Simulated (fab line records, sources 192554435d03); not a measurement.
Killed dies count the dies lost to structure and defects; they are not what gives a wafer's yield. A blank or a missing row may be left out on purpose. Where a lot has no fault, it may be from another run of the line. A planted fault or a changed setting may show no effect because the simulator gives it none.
fab line records	flow n5-finfet
record lots=7	wafers=21
route steps=1938 shown HKMG_FIN@395 MOL_CONTACT_COAG@523
start-h: hours from the record's opening day to when the first of the lot's shown wafers began	wait-h: hours elapsed since this lot's preceding step	" same as the row above	L1.1+2: one row covering several wafers at once	- no value, or no start given	* or withheld: withheld	< > ~ a bound
route shown NAME@n: names a module that has steps shown in the file, with the first one's number in the route	usual: average and standard deviation across the fault-free wafers	same: alike in all rows	chamber/n: place in a boat	sites: the reading at each site	_std_site: the values' standard deviation	_edge_site: outer sites' mean less inner sites'	radius-mm: how far each site lies from the wafer's centre	mask NAME#n: copy n	behind: tool/chamber where the wafer was last shaped	hold: why the lot was held/for how many hours/how that ended	device: transistor that didn't switch, given as n, p or np	end of line: the tests these same wafers got at the end of their route	step lacking rows: just its recipe	killed: not the wafer's yield, but the dies lost to structure and defects at the first sort	map: shows each die of a wafer: x if killed, . if not, _ if none is there
set.NAME: the setting that was run; set.NAME@STEP: the one run at that earlier step	model.NAME: the simulator's own value behind a step, which no gauge read
one table per step and one row per wafer, for lots whose settings were changed on purpose
## steps
# step N5_HKMG_FIN_EXPOSE_46
# recipe mask-id=NDIPOLE	na=1.35	source-shape=conventional	sigma-outer=0.8	polarization=unpolarized	dose-mj=40
lot.wafer	tool	chamber	start-h	wait-h	mask	set.dose-mj
L076.2+4	arfi-scanner-02	0	83.19	-	NDIPOLE#0	40
L076.3	"	0	"	"	NDIPOLE#0	41.3
L078.2+3+5	arfi-scanner-02	0	95.30	-	NDIPOLE#0	40
L080.1+3	arfi-scanner-02	0	107.26	-	NDIPOLE#0	37.95
L080.2	"	0	"	"	NDIPOLE#0	40
L083.1+6	arfi-scanner-02	0	130.61	-	NDIPOLE#0	37.05
L083.3	"	0	"	"	NDIPOLE#0	40
L084.2+3	arfi-scanner-03	0	132.99	-	NDIPOLE#0	40.91
L084.4	"	0	"	"	NDIPOLE#0	40
L086.2+4	arfi-scanner-03	0	145.45	-	NDIPOLE#0	40
L086.6	"	0	"	"	NDIPOLE#0	38.11
L097.3+5+6	arfi-scanner-03	0	215.04	-	NDIPOLE#0	40
# step N5_HKMG_FIN_PEB_47
# recipe peb-temp-c=withheld	peb-time-s=60	resist=CAR-ArF
# step N5_HKMG_FIN_DEVELOP_48
# recipe develop-time-s=30	developer=TMAH	resist=CAR-ArF	rinse-liquid=diw	dry=air-spin	dev-temp-c=23
# step N5_HKMG_FIN_CD_MEAS_49
# recipe target-cd-nm=202	landing-energy-ev=500	detector=se-inlens	polarity=opening
# usual cd-nm=201.8/0.59
lot.wafer	tool	chamber	start-h	wait-h	set.dose-mj@HKMG_FIN_EXPOSE_46	cd-nm
L076.2	cd-sem-01	0	83.31	-	40	202.8
L076.3	"	0	"	"	41.3	203.8
L076.4	"	0	"	"	40	202.6
L078.2	cd-sem-01	0	95.42	-	40	202.5
L078.3	"	0	"	"	40	202.0
L078.5	"	0	"	"	40	202.0
L080.1	cd-sem-01	0	107.39	-	37.95	199.7
L080.2	"	0	"	"	40	202.2
L080.3	"	0	"	"	37.95	199.9
L083.1	cd-sem-03	0	130.73	-	37.05	197.3
L083.3	"	0	"	"	40	201.8
L083.6	"	0	"	"	37.05	196.6
L084.2	cd-sem-02	0	133.12	-	40.91	202.8
L084.3	"	0	"	"	40.91	203.2
L084.4	"	0	"	"	40	201.6
L086.2	cd-sem-03	0	145.57	-	40	201.5
L086.4	"	0	"	"	40	200.9
L086.6	"	0	"	"	38.11	198.8
L097.3	cd-sem-02	0	215.15	-	40	202.7
L097.5	"	0	"	"	40	202.1
L097.6	"	0	"	"	40	202.5
# step N5_HKMG_FIN_DESCUM_53
# recipe chemistry=O2	time-s=7.9	source-power-w=50	bias-power-w=20	pressure-mtorr=20	rf-frequency-hz=2.712e+07	temp-c=40	resist=CAR-ArF	o2-flow-sccm=225
# step N5_HKMG_FIN_ETCH_54
# recipe chemistry=CF4	target=SiARC	target-depth-a=455	mask-material=CAR-ArF	time-s=75.8	ion-energy-ev=80	pressure-mtorr=40	source-w=545	bias-w=36	Ar_flow_sccm=100	cf4-flow-sccm=100	ends=cleared
lot.wafer	tool	chamber	start-h	wait-h	set.dose-mj@HKMG_FIN_EXPOSE_46	model.HKMG_FIN.cd-offset-nm
L076.2	rie-diel-04	1	83.51	0.0	40	0.6
L076.3	"	0	"	"	41.3	1.8
L076.4	"	2	"	"	40	0.4
L078.2	rie-diel-02	3	95.55	0.0	40	0.8
L078.3	"	1	"	"	40	0.4
L078.5	"	1	"	"	40	0
L080.1	rie-diel-02	3	107.51	0.0	37.95	-2.4
L080.2	"	0	"	"	40	0.6
L080.3	"	2	"	"	37.95	-1.8
L083.1	rie-diel-04	1	130.85	0.0	37.05	-4.6
L083.3	"	0	"	"	40	0.2
L083.6	"	2	"	"	37.05	-4.8
L084.2+3	rie-diel-05	3,1	133.24	0.0	40.91	1
L084.4	"	1	"	"	40	-0.2
L086.2	rie-diel-05	0	145.70	0.0	40	-0.4
L086.4	"	3	"	"	40	-1
L086.6	"	1	"	"	38.11	-3.2
L097.3	rie-diel-05	3	215.27	0.0	40	0.6
L097.5	"	1	"	"	40	0
L097.6	"	0	"	"	40	0.2
# step N5_HKMG_FIN_ETCH_55
# recipe chemistry=N2/H2	target=SOC	target-depth-a=2400	temp-c=40	time-s=300	ion-energy-ev=200	mask-material=SiARC	pressure-mtorr=30	source-w=840	bias-w=150	n2-flow-sccm=200	h2-flow-sccm=200
lot.wafer	tool	chamber	start-h	wait-h	set.dose-mj@HKMG_FIN_EXPOSE_46	model.HKMG_FIN.cd-offset-nm
L076.2	rie-diel-04	1	83.56	0.0	40	0.8
L076.3	"	0	"	"	41.3	2.2
L076.4	"	2	"	"	40	0.4
L078.2	rie-diel-02	3	95.60	0.0	40	0.6
L078.3	"	1	"	"	40	0.4
L078.5	"	1	"	"	40	0.2
L080.1	rie-diel-02	3	107.57	0.0	37.95	-2.2
L080.2	"	0	"	"	40	0.6
L080.3	"	2	"	"	37.95	-2
L083.1	rie-diel-04	1	130.91	0.0	37.05	-4.4
L083.3	"	0	"	"	40	0.2
L083.6	"	2	"	"	37.05	-4.6
L084.2+3	rie-diel-05	3,1	133.29	0.0	40.91	1.4
L084.4	"	1	"	"	40	-0.2
L086.2	rie-diel-05	0	145.75	0.0	40	-0.4
L086.4	"	3	"	"	40	-0.8
L086.6	"	1	"	"	38.11	-2.8
L097.3	rie-diel-05	3	215.33	0.0	40	0.4
L097.5+6	"	1,0	"	"	40	0
# step N5_HKMG_FIN_STRIP_56
# recipe chemistry=N2/H2	temp-c=40	n2-flow-sccm=200	h2-flow-sccm=200	rf-frequency-hz=6e+07
# step N5_HKMG_FIN_STRIP_57
# recipe chemistry=CF4	resist=SiARC	power-w=300	bias-power-w=75	pressure-mtorr=50	cf4-flow-sccm=150	rf-frequency-hz=6e+07
# step N5_HKMG_FIN_ETCH_58
# recipe chemistry=N2/H2	target=SOC	target-depth-a=2158	ion-energy-ev=50	bias-w=13	time-s=741	pressure-mtorr=30	source-w=875	n2-flow-sccm=200	h2-flow-sccm=200
lot.wafer	tool	chamber	start-h	wait-h	set.dose-mj@HKMG_FIN_EXPOSE_46	model.HKMG_FIN.cd-offset-nm
L076.2	rie-diel-04	1	83.77	0.0	40	0.8
L076.3	"	0	"	"	41.3	2.4
L076.4	"	2	"	"	40	0.6
L078.2+3	rie-diel-02	3,1	95.81	0.0	40	0.6
L078.5	"	1	"	"	40	0.2
L080.1+3	rie-diel-02	3,2	107.78	0.0	37.95	-2
L080.2	"	0	"	"	40	0.8
L083.1	rie-diel-04	1	131.12	0.0	37.05	-4.6
L083.3	"	0	"	"	40	-0.2
L083.6	"	2	"	"	37.05	-4.8
L084.2	rie-diel-05	3	133.50	0.0	40.91	1
L084.3	"	1	"	"	40.91	1.8
L084.4	"	1	"	"	40	0
L086.2	rie-diel-05	0	145.96	0.0	40	-0.2
L086.4	"	3	"	"	40	-0.8
L086.6	"	1	"	"	38.11	-2.8
L097.3	rie-diel-05	3	215.54	0.0	40	0.2
L097.5+6	"	1,0	"	"	40	0
# step N5_HKMG_FIN_STRIP_93
# recipe chemistry=N2/H2	material=SOC	time-s=20	power-w=500	temp-c=40	pressure-mtorr=50	rf-frequency-hz=6e+07	bias-power-w=8	h2-frac=0.5	n2-flow-sccm=300	h2-flow-sccm=300
# step N5_HKMG_FIN_WET_ETCH_76
# recipe chemistry=dNH4OH	mix=1:50	temp-c=25	target=Al2O3	stop-on=La2O3	target-depth-nm=2.25	dry=ipa-marangoni	rinse-time-s=30	rinse-temp-c=23
# step N5_HKMG_FIN_WET_ETCH_82
# recipe chemistry=dHCl	mix=1:10000	temp-c=25	target=La2O3	stop-on=HfO2	target-depth-nm=2	dry=ipa-marangoni	rinse-time-s=30	rinse-temp-c=23
# step N5_HKMG_FIN_ALD_36
# recipe material=TiN	target-thk-a=10	temp-c=400	ald-precursor-family=TiCl4	ald-co-reactant=NH3	pulse-time-s=1	purge-time-s=3	co-reactant-purge-time-s=2	co-reactant-pulse-time-s=2	ald-cycles=47	pressure-torr=3
# step N5_HKMG_FIN_THK_MEAS_70
# recipe thk-meas-gauge=xrf	reads=HfO2_of_HKMG_FIN_HK_ALD_01
# usual HK_THK=1.620/0.016
lot.wafer	tool	chamber	start-h	wait-h	set.ald-cycles@HKMG_FIN_HK_ALD_01	HK_THK[nm]
L076.2	film-metro-02	-	85.88	0.2	30	1.592
L076.3	"	-	"	"	30	1.621
L076.4	"	-	"	"	31	1.605
L078.2	film-metro-01	-	97.92	0.2	30	1.612
L078.3	"	-	"	"	30	1.611
L078.5	"	-	"	"	30	1.615
L080.1	film-metro-02	-	109.89	0.2	30	1.581
L080.2	"	-	"	"	33	1.779
L080.3	"	-	"	"	33	1.767
L083.1	film-metro-02	-	133.23	0.2	30	1.617
L083.3	"	-	"	"	33	1.788
L083.6	"	-	"	"	33	1.795
L084.2	film-metro-02	-	135.61	0.2	30	1.639
L084.3	"	-	"	"	30	1.641
L084.4	"	-	"	"	30	1.616
L086.2	film-metro-02	-	148.08	0.2	30	1.613
L086.4	"	-	"	"	30	1.648
L086.6	"	-	"	"	30	1.630
L097.3	film-metro-01	-	217.64	0.2	30	1.619
L097.5	"	-	"	"	31	1.681
L097.6	"	-	"	"	31	1.676
# step N5_MOL_CONTACT_COAG_EXPOSE_05
# recipe mask-id=CA	na=0.33	source-shape=annular	sigma-inner=0.4	sigma-outer=0.8	polarization=unpolarized	defocus-nm=0	dose-mj=38.25
lot.wafer	tool	chamber	start-h	wait-h	mask	set.dose-mj
L076.2	euv-scanner-01	0	102.12	-	CA#0	40.34
L076.3+4	"	0	"	"	CA#0	38.25
L078.2+3+5	euv-scanner-01	0	110.78	-	CA#0	38.25
L080.1+2+3	euv-scanner-02	0	124.81	-	CA#0	37.52
L083.1+3+6	euv-scanner-02	0	146.80	-	CA#0	38.25
L084.2+4	euv-scanner-02	0	148.60	-	CA#0	39.82
L084.3	"	0	"	"	CA#0	38.25
L086.2	euv-scanner-02	0	161.09	-	CA#0	38.25
L086.4+6	"	0	"	"	CA#0	35.76
L097.3+5+6	euv-scanner-02	0	231.05	-	CA#0	38.25
# step N5_MOL_CONTACT_COAG_PEB_06
# recipe peb-temp-c=100	peb-time-s=60	resist=CAR-EUV
# step N5_MOL_CONTACT_COAG_DEVELOP_07
# recipe develop-time-s=30	developer=TMAH	resist=CAR-EUV	rinse-liquid=surfactant-rinse	dry=air-spin	dev-temp-c=23
# step N5_MOL_CONTACT_COAG_CD_MEAS_08
# recipe target-cd-nm=28	landing-energy-ev=500	detector=se-inlens	polarity=opening
# usual cd-nm=27.96/0.21
lot.wafer	tool	chamber	start-h	wait-h	set.dose-mj@MOL_CONTACT_COAG_EXPOSE_05	cd-nm
L076.2	cd-sem-03	0	102.24	-	40.34	28.54
L076.3	"	0	"	"	38.25	28.03
L076.4	"	0	"	"	38.25	28.00
L078.2	cd-sem-03	0	110.90	-	38.25	27.94
L078.3	"	0	"	"	38.25	28.23
L078.5	"	0	"	"	38.25	28.17
L080.1	cd-sem-02	0	124.94	-	37.52	27.83
L080.2	"	0	"	"	37.52	27.68
L080.3	"	0	"	"	37.52	27.60
L083.1	cd-sem-03	0	146.93	-	38.25	27.85
L083.3	"	0	"	"	38.25	27.94
L083.6	"	0	"	"	38.25	27.56
L084.2	cd-sem-03	0	148.73	-	39.82	28.79
L084.3	"	0	"	"	38.25	28.14
L084.4	"	0	"	"	39.82	28.90
L086.2	cd-sem-03	0	161.22	-	38.25	28.03
L086.4	"	0	"	"	35.76	26.58
L086.6	"	0	"	"	35.76	26.41
L097.3	cd-sem-01	0	231.16	-	38.25	28.07
L097.5	"	0	"	"	38.25	28.12
L097.6	"	0	"	"	38.25	28.13
# step N5_MOL_CONTACT_COAG_DESCUM_13
# recipe chemistry=O2	time-s=7	source-power-w=50	bias-power-w=20	pressure-mtorr=20	rf-frequency-hz=2.712e+07	temp-c=40	resist=CAR-EUV	o2-flow-sccm=225
# step N5_MOL_CONTACT_COAG_ETCH_59
# recipe chemistry=N2/H2	target=underlayer	target-depth-a=130	mask-material=CAR-EUV	time-s=10.4	ion-energy-ev=200	pressure-mtorr=30	source-w=840	bias-w=150	n2-flow-sccm=200	h2-flow-sccm=200	ends=cleared
lot.wafer	tool	chamber	start-h	wait-h	set.dose-mj@MOL_CONTACT_COAG_EXPOSE_05	model.MOL_CONTACT_COAG.cd-offset-nm
L076.2	rie-diel-04	3	102.61	0.0	40.34	0.8
L076.3	"	0	"	"	38.25	0
L076.4	"	2	"	"	38.25	-0.2
L078.2	rie-diel-04	0	111.24	0.0	38.25	0.4
L078.3	"	1	"	"	38.25	0.2
L078.5	"	2	"	"	38.25	0
L080.1+2+3	rie-diel-02	2,3,0	125.10	0.0	37.52	-0.4
L083.1	rie-diel-05	0	147.08	0.0	38.25	0
L083.3+6	"	1,0	"	"	38.25	-0.2
L084.2	rie-diel-05	0	148.89	0.0	39.82	0.6
L084.3	"	1	"	"	38.25	0.2
L084.4	"	3	"	"	39.82	0.8
L086.2	rie-diel-02	3	161.86	0.0	38.25	-0.2
L086.4	"	2	"	"	35.76	-1.4
L086.6	"	1	"	"	35.76	-1.6
L097.3+5	rie-diel-02	3,0	231.80	0.0	38.25	0
L097.6	"	3	"	"	38.25	-0.2
# step N5_MOL_CONTACT_COAG_ETCH_105
# recipe chemistry=CF4	target=SiARC	target-depth-a=156	mask-material=CAR-EUV	time-s=26	ion-energy-ev=80	pressure-mtorr=40	source-w=545	bias-w=36	Ar_flow_sccm=100	cf4-flow-sccm=100	ends=cleared
lot.wafer	tool	chamber	start-h	wait-h	set.dose-mj@MOL_CONTACT_COAG_EXPOSE_05	model.MOL_CONTACT_COAG.cd-offset-nm
L076.2	rie-diel-04	3	102.63	0.0	40.34	0.8
L076.3	"	0	"	"	38.25	0
L076.4	"	2	"	"	38.25	-0.4
L078.2	rie-diel-04	0	111.26	0.0	38.25	0.6
L078.3	"	1	"	"	38.25	0.2
L078.5	"	2	"	"	38.25	0
L080.1	rie-diel-02	2	125.12	0.0	37.52	-0.2
L080.2+3	"	3,0	"	"	37.52	-0.4
L083.1+3	rie-diel-05	0,1	147.10	0.0	38.25	0
L083.6	"	0	"	"	38.25	-0.2
L084.2	rie-diel-05	0	148.91	0.0	39.82	0.6
L084.3	"	1	"	"	38.25	0.2
L084.4	"	3	"	"	39.82	0.8
L086.2	rie-diel-02	3	161.88	0.0	38.25	0
L086.4	"	2	"	"	35.76	-1.4
L086.6	"	1	"	"	35.76	-1.6
L097.3+6	rie-diel-02	3	231.82	0.0	38.25	-0.2
L097.5	"	0	"	"	38.25	0
# step N5_MOL_CONTACT_COAG_COAT_76
# recipe resist=SiARC	temp-c=220	time-s=60	spin-rpm=1500	resist-thk-nm=10
lot.wafer	tool	chamber	start-h	wait-h	set.spin-rpm	model.SiARC_of_MOL_CONTACT_COAG_COAT_76.thk-nm
L076.2+4	litho-track-04	0	-	-	1500	10
L076.3	"	0	"	"	1384	10.4
L078.2+3+5	litho-track-01	0	-	-	1500	10
L080.1+2	litho-track-03	0	-	-	1500	10
L080.3	"	0	"	"	1333	10.6
L083.1	litho-track-01	0	-	-	1335	10.6
L083.3+6	"	0	"	"	1500	10
L084.2+3+4	litho-track-04	0	-	-	1500	10
L086.2+6	litho-track-04	0	-	-	1613	9.6
L086.4	"	0	"	"	1500	10
L097.3+6	litho-track-01	0	-	-	1500	10
L097.5	"	0	"	"	1561	9.8
# step N5_MOL_CONTACT_COAG_COAT_77
# recipe resist=underlayer	temp-c=205	time-s=60	spin-rpm=1500	resist-thk-nm=10
lot.wafer	tool	chamber	start-h	wait-h	set.spin-rpm	model.underlayer_of_MOL_CONTACT_COAG_COAT_77.thk-nm
L076.2	litho-track-04	0	-	-	1454	10.2
L076.3+4	"	0	"	"	1500	10
L078.2+3+5	litho-track-01	0	-	-	1500	10
L080.1+3	litho-track-03	0	-	-	1500	10
L080.2	"	0	"	"	1394	10.4
L083.1+3	litho-track-01	0	-	-	1559	9.8
L083.6	"	0	"	"	1500	10
L084.2+3	litho-track-04	0	-	-	1397	10.4
L084.4	"	0	"	"	1500	10
L086.2+4+6	litho-track-04	0	-	-	1500	10
L097.3+5+6	litho-track-01	0	-	-	1500	10
# step N5_MOL_CONTACT_COAG_COAT_78
# recipe resist=CAR-EUV	spin-rpm=1500	resist-thk-nm=40
# step N5_MOL_CONTACT_COAG_EBR_80
# recipe solvent=PGMEA	ebr-width-mm=1.5
# step N5_MOL_CONTACT_COAG_DESCUM_88
# recipe chemistry=O2	time-s=7	source-power-w=50	bias-power-w=20	pressure-mtorr=20	rf-frequency-hz=2.712e+07	temp-c=40	resist=CAR-EUV	o2-flow-sccm=225
# step N5_MOL_CONTACT_COAG_ETCH_89
# recipe chemistry=N2/H2	target=underlayer	target-depth-a=130	mask-material=CAR-EUV	time-s=10.4	ion-energy-ev=200	pressure-mtorr=30	source-w=840	bias-w=150	n2-flow-sccm=200	h2-flow-sccm=200	ends=cleared
lot.wafer	tool	chamber	start-h	wait-h	set.spin-rpm@MOL_CONTACT_COAG_COAT_77	model.CAR-EUV_of_MOL_CONTACT_COAG_COAT_78.thk-nm	model.etch.depth-nm
L076.2	rie-diel-02	0	113.13	0.0	1454	24.4	10.18
L076.3	"	1	"	"	1500	24.4	10.02
L076.4	"	2	"	"	1500	24.4	10.03
L078.2+5	rie-diel-04	1	121.65	0.0	1500	24.8	10
L078.3	"	2	"	"	1500	24.8	9.986
L080.1	rie-diel-02	2	133.99	0.0	1500	24.6	10.01
L080.2	"	0	"	"	1394	24.2	10.36
L080.3	"	1	"	"	1500	24.6	9.999
L083.1	rie-diel-02	0	158.95	0.0	1559	25	9.802
L083.3	"	2	"	"	1559	24.8	9.844
L083.6	"	3	"	"	1500	24.6	10
L084.2	rie-diel-04	1	159.20	0.0	1397	24.2	10.4
L084.3	"	2	"	"	1397	24.2	10.39
L084.4	"	3	"	"	1500	24.6	10.03
L086.2	rie-diel-05	3	171.64	0.0	1500	24.6	9.984
L086.4	"	2	"	"	1500	24.6	10.01
L086.6	"	0	"	"	1500	24.8	10.01
L097.3	rie-diel-05	0	240.63	0.0	1500	24.4	10.05
L097.5	"	1	"	"	1500	24.4	10.04
L097.6	"	2	"	"	1500	24.4	10.03
# step N5_MOL_CONTACT_COAG_ETCH_90
# recipe chemistry=CF4	target=SiARC	target-depth-a=130	mask-material=CAR-EUV	time-s=21.7	ion-energy-ev=80	pressure-mtorr=40	source-w=545	bias-w=36	Ar_flow_sccm=100	cf4-flow-sccm=100	ends=cleared
# usual etch-rf-on-time-s=21.78/0.27
lot.wafer	tool	chamber	start-h	wait-h	set.spin-rpm@MOL_CONTACT_COAG_COAT_76	etch-rf-on-time-s	model.etch.depth-nm
L076.2	rie-diel-02	0	113.15	0.0	1500	21.88	10.03
L076.3	"	1	"	"	1384	22.63	10.42
L076.4	"	2	"	"	1500	21.52	10
L078.2	rie-diel-04	1	121.67	0.0	1500	21.61	10.07
L078.3	"	2	"	"	1500	21.76	10.02
L078.5	"	1	"	"	1500	21.64	10.02
L080.1	rie-diel-02	2	134.01	0.0	1500	21.64	10
L080.2	"	0	"	"	1500	21.78	10.03
L080.3	"	1	"	"	1333	23.03	10.64
L083.1	rie-diel-02	0	158.96	0.0	1335	23.22	10.62
L083.3	"	2	"	"	1500	21.80	10.06
L083.6	"	3	"	"	1500	22.59	10.07
L084.2	rie-diel-04	1	159.22	0.0	1500	21.58	10.01
L084.3	"	2	"	"	1500	21.80	9.986
L084.4	"	3	"	"	1500	21.87	9.989
L086.2	rie-diel-05	3	171.66	0.0	1613	21.11	9.686
L086.4	"	2	"	"	1500	21.79	10.05
L086.6	"	0	"	"	1613	20.96	9.691
L097.3	rie-diel-05	0	240.65	0.0	1500	21.90	9.979
L097.5	"	1	"	"	1561	21.36	9.798
L097.6	"	2	"	"	1500	21.78	10.01
# step N5_MOL_CONTACT_COAG_ALD_131
# recipe material=SiO2	target-thk-a=50	temp-c=100	ald-precursor-family=BDEAS	ald-co-reactant=O2-plasma	pulse-time-s=1	co-reactant-pulse-time-s=1	purge-time-s=2	co-reactant-purge-time-s=2	ald-cycles=35	pressure-torr=2
# step N5_MOL_CONTACT_COAG_ETCHBACK_132
# recipe chemistry=CHF3	target=SiO2	target-depth-a=100	time-s=6.7	ion-energy-ev=200	pressure-mtorr=30	source-w=610	bias-w=170	Ar_flow_sccm=200	CHF3_flow_sccm=50
# step N5_MOL_CONTACT_COAG_ETCH_91
# recipe chemistry=N2/H2	target=SOC	target-depth-a=600	overetch-a=210	mask-material=SiARC	temp-c=40	time-s=101.2	ion-energy-ev=200	pressure-mtorr=30	source-w=840	bias-w=150	n2-flow-sccm=200	h2-flow-sccm=200
lot.wafer	tool	chamber	start-h	wait-h	set.spin-rpm@MOL_CONTACT_COAG_COAT_76	model.SiARC_of_MOL_CONTACT_COAG_COAT_76.thk-nm
L076.2+4	rie-diel-04	2,1	113.44	0.0	1500	5.8
L076.3	"	3	"	"	1384	6.2
L078.2	rie-diel-02	2	121.96	0.0	1500	5.8
L078.3+5	"	1,3	"	"	1500	6
L080.1	rie-diel-05	2	134.32	0.0	1500	5.8
L080.2	"	3	"	"	1500	6
L080.3	"	1	"	"	1333	6.6
L083.1	rie-diel-05	2	159.40	0.0	1335	6.6
L083.3	"	0	"	"	1500	5.8
L083.6	"	2	"	"	1500	6
L084.2	rie-diel-04	2	159.63	0.0	1500	6
L084.3+4	"	1	"	"	1500	5.8
L086.2+6	rie-diel-02	1	171.96	0.0	1613	5.6
L086.4	"	2	"	"	1500	5.8
L097.3+6	rie-diel-02	0	241.49	0.0	1500	5.8
L097.5	"	1	"	"	1561	5.6
## key
split step=N5_HKMG_FIN_EXPOSE_46	setting=dose-mj	stated=40	by=wafer
response step=N5_HKMG_FIN_CD_MEAS_49	reading=cd-nm	change=+0.557	per=1%	r=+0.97
response step=N5_HKMG_FIN_ETCH_54	reading=model.HKMG_FIN.cd-offset-nm	change=+0.579	per=1%	r=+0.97
response step=N5_HKMG_FIN_ETCH_55	reading=model.HKMG_FIN.cd-offset-nm	change=+0.571	per=1%	r=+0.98
response step=N5_HKMG_FIN_ETCH_58	reading=model.HKMG_FIN.cd-offset-nm	change=+0.565	per=1%	r=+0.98
split step=N5_MOL_CONTACT_COAG_EXPOSE_05	setting=dose-mj	stated=38.25	by=wafer
response step=N5_MOL_CONTACT_COAG_CD_MEAS_08	reading=cd-nm	change=+0.177	per=1%	r=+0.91
response step=N5_MOL_CONTACT_COAG_ETCH_59	reading=model.MOL_CONTACT_COAG.cd-offset-nm	change=+0.173	per=1%	r=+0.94
response step=N5_MOL_CONTACT_COAG_ETCH_105	reading=model.MOL_CONTACT_COAG.cd-offset-nm	change=+0.194	per=1%	r=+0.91
split step=N5_MOL_CONTACT_COAG_COAT_76	setting=spin-rpm	stated=1500	by=wafer
response step=N5_MOL_CONTACT_COAG_COAT_76	reading=model.SiARC_of_MOL_CONTACT_COAG_COAT_76.thk-nm	change=-0.0534	per=1%	r=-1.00
response step=N5_MOL_CONTACT_COAG_ETCH_90	reading=etch-rf-on-time-s	change=*	per=1%	r=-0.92
response step=N5_MOL_CONTACT_COAG_ETCH_90	reading=model.etch.depth-nm	change=-0.052	per=1%	r=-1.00
response step=N5_MOL_CONTACT_COAG_ETCH_91	reading=model.SiARC_of_MOL_CONTACT_COAG_COAT_76.thk-nm	change=-0.0553	per=1%	r=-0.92
split step=N5_MOL_CONTACT_COAG_COAT_77	setting=spin-rpm	stated=1500	by=wafer
response step=N5_MOL_CONTACT_COAG_COAT_77	reading=model.underlayer_of_MOL_CONTACT_COAG_COAT_77.thk-nm	change=-0.0572	per=1%	r=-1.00
response step=N5_MOL_CONTACT_COAG_ETCH_89	reading=model.CAR-EUV_of_MOL_CONTACT_COAG_COAT_78.thk-nm	change=+0.0554	per=1%	r=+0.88
response step=N5_MOL_CONTACT_COAG_ETCH_89	reading=model.etch.depth-nm	change=-0.0511	per=1%	r=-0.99
split outside-this-file step=N5_HKMG_FIN_HK_ALD_01 setting=ald-cycles
# split outside-this-file: this setting was split too, and the file shows its column; the key of that split is in another file
